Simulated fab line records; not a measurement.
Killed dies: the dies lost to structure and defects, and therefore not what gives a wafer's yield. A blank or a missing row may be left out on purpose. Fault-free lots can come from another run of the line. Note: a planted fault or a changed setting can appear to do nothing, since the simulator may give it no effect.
A struck lot beside a sound one | flow n5-finfet | 38 steps out of a route of 1938
Sound: wafers L523.1, L523.4, L523.6. Struck: wafer L534.6. (L534.1 of the same lot was not struck and is left out.) The cause comes at the end.
At each step with rows: each side's tool, then ch and its chambers, then its first start. Under that, the readings that differ: sound wafers | struck wafers | difference of the means | sigmas: that difference in standard deviations of wafers without a fault.
alike: readings with means less than 2 such deviations apart, plus words and numbers identical on both sides. not compared: withheld readings, readings lacking a value on some wafer, bounds such as >300 that could conceal the same value, and numbers that have no deviation in the record and whose values overlap.
A row with sigmas, a row that says differs or no value, or rows on one side alone: a step with any of these is where the two part. Numbers that have no deviation but don't overlap get no sigmas and don't part them. A reading missing from all wafers of one side parts the sides only when that side holds two or more wafers.

first, 9 steps without rows for these wafers: N5_BEOL_M4_ANNEAL_95 (time 240 s); N5_BEOL_M4_SPUTTER_96 (material Cu, target thk 4.5 nm, time 8.29 s); N5_BEOL_M4_ECD_50 (material Cu, target thk 300 nm); N5_BEOL_M4_ANNEAL_51 (time 90 s); N5_BEOL_M4_CMP_52 (polishes, stops on SiOC, t overpolish 6.8 s, target thk 40 nm); N5_BEOL_M4_PRE_CLEAN_60 (time 15 s); N5_BEOL_M4_CO_CAP_55 (material Co, precursor CCTBA/H2, target thk 2 nm, time 102.1 s); N5_BEOL_M4_PRE_CLEAN_56 (time 15 s); N5_BEOL_M4_DEP_57 (deposits SiCN from 3MS/NH3, target thk 8 nm, time 14 s).
N5_BEOL_M4_RC_MEAS_101:
  sound on prober-01 ch 0, day 17 03:32; struck on prober-02 ch 0, day 19 03:35
  alike: DIBL_N, DIBL_P, IOFF_N, IOFF_P, ION_N, ION_P, SS_N, SS_P, VT_N, VT_P
then, 24 steps without rows for these wafers: N5_BEOL_M5_ILD_DEP_00 (deposits SiCOH lowk from DEMS/porogen, target thk 140.64 nm, time 25.9 s); N5_BEOL_M5_CURE_79 (cures SiCOH lowk, time 240 s); N5_BEOL_M5_PECVD_70 (deposits SiO2 from TEOS/O2, target thk 16 nm, time 18 s); N5_BEOL_M5_HM_DEP_02 (deposits TiN, target thk 20 nm); N5_BEOL_M5_COAT_59 (time 60 s, resist thk 60 nm); N5_BEOL_M5_COAT_60 (time 60 s, resist thk 12 nm); N5_BEOL_M5_COAT_71 (time 60 s, resist thk 5 nm); N5_BEOL_M5_COAT_05 (resist thk 30 nm); N5_BEOL_M5_EBR_07; N5_BEOL_M5_SOFTBAKE_06 (time 60 s); N5_BEOL_M5_EXPOSE_08 (exposes mask M5, target cd 28 nm); N5_BEOL_M5_PEB_09 (peb time 60 s); N5_BEOL_M5_DEVELOP_10 (develop time 30 s); N5_BEOL_M5_DESCUM_16 (chemistry O2, time 7 s); N5_BEOL_M5_ETCH_72 (etches underlayer in N2/H2, target depth 6.5 nm, time 5.2 s); N5_BEOL_M5_ETCH_61 (etches SiARC in CF4, target depth 15.6 nm, time 26 s); N5_BEOL_M5_ETCH_62 (etches SOC in N2/H2, target depth 75 nm, overetch 15 nm, time 112.5 s); N5_BEOL_M5_STRIP_63 (strips in N2/H2); N5_BEOL_M5_STRIP_73 (strips in N2/H2); N5_BEOL_M5_STRIP_64 (strips in CF4); N5_BEOL_M5_HM_OPEN_17 (chemistry Cl2/BCl3, target TiN, target depth 20 nm, overetch 6 nm); N5_BEOL_M5_STRIP_19 (strips in O2); N5_BEOL_M5_COAT_65 (time 60 s, resist thk 60 nm); N5_BEOL_M5_COAT_66 (time 60 s, resist thk 12 nm).
-- a jump in the record: the struck wafers' starts before and after are 3 days apart (it breaks off in module BEOL_M5 and resumes in module BEOL_M12, where the first step shown is number 1628 of the route) --
N5_BEOL_M12_EXPOSE_25: exposes mask M12.
  sound on krf-scanner-02 ch 0, day 20 09:46; struck on krf-scanner-02 ch 0, day 21 22:28
  alike: mask, stage-vel-mm-s
N5_BEOL_M12_CD_MEAS_28: the cd target is 160.2 nm.
  sound on cd-sem-01 ch 0, day 20 09:56; struck on cd-sem-02 ch 0, day 21 22:38
  reading    | sound             | struck | difference | sigmas
  cd-nm (nm) | 159.3 162.4 160.7 | 179.6  | +18.8      | +13
N5_BEOL_M15_RC_MEAS_101:
  sound on prober-01 ch 0, day 21 12:37; struck on prober-02 ch 0, day 23 00:27
  reading                    | sound             | struck | difference | sigmas
  SERP_M12 (ohm/um)          | 0.665 0.622 0.619 | 0.527  | -0.108     | -5
  SERP_M12_max_site (ohm/um) | 0.684 0.631 0.638 | 0.538  | -0.113     | -5
  SERP_M14 (ohm/um)          | 0.150 0.149 0.157 | 0.171  | +0.019     | +3
  SERP_M5 (ohm/um)           | 38.1 37.1 37.0    | 42.5   | +5.1       | +3
  alike: COMB_M10, COMB_M11, COMB_M12, COMB_M13, COMB_M14, COMB_M15, COMB_M5, COMB_M6, COMB_M6_max_site, COMB_M7, COMB_M8, COMB_M9, COMB_M9_max_site, SERP_M10, SERP_M11, SERP_M11_max_site, SERP_M13, SERP_M6, SERP_M6_max_site, SERP_M7, SERP_M8, SERP_M9
N5_PASSIVATION_PROBE_49:
  sound: prober-02 at day 22 03:15; struck: prober-02 at day 23 18:26
  reading                  | sound          | struck | difference | sigmas
  defect-limited-yield (%) | 91.9 91.0 92.5 | 86.9   | -4.9       | -3
  killed_at_M4_up          | 15 20 15       | 62     | +45        | +8
  killed-at-contacts       | 6 11 9         | 31     | +22        | +4
  killed-dies              | 96 106 88      | 155    | +58        | +3
  killed-on-rim            | 12 15 10       | 38     | +26        | +7
  sort-n-pass              | 1084 1074 1092 | 1025   | -58        | -3
  sort-yield-pct (%)       | 91.9 91.0 92.5 | 86.9   | -4.9       | -3
  alike: killed_at_M0_to_M3, killed-at-front-end, killed-at-other, killed-open, killed-short, sort_bin_5_function, sort_bin_6_memory, sort_bin_8_speed

WHERE THEY PART
At N5_BEOL_M12_CD_MEAS_28 first; at N5_PASSIVATION_PROBE_49 last (within this record only).

WHY: whatever the simulator had introduced
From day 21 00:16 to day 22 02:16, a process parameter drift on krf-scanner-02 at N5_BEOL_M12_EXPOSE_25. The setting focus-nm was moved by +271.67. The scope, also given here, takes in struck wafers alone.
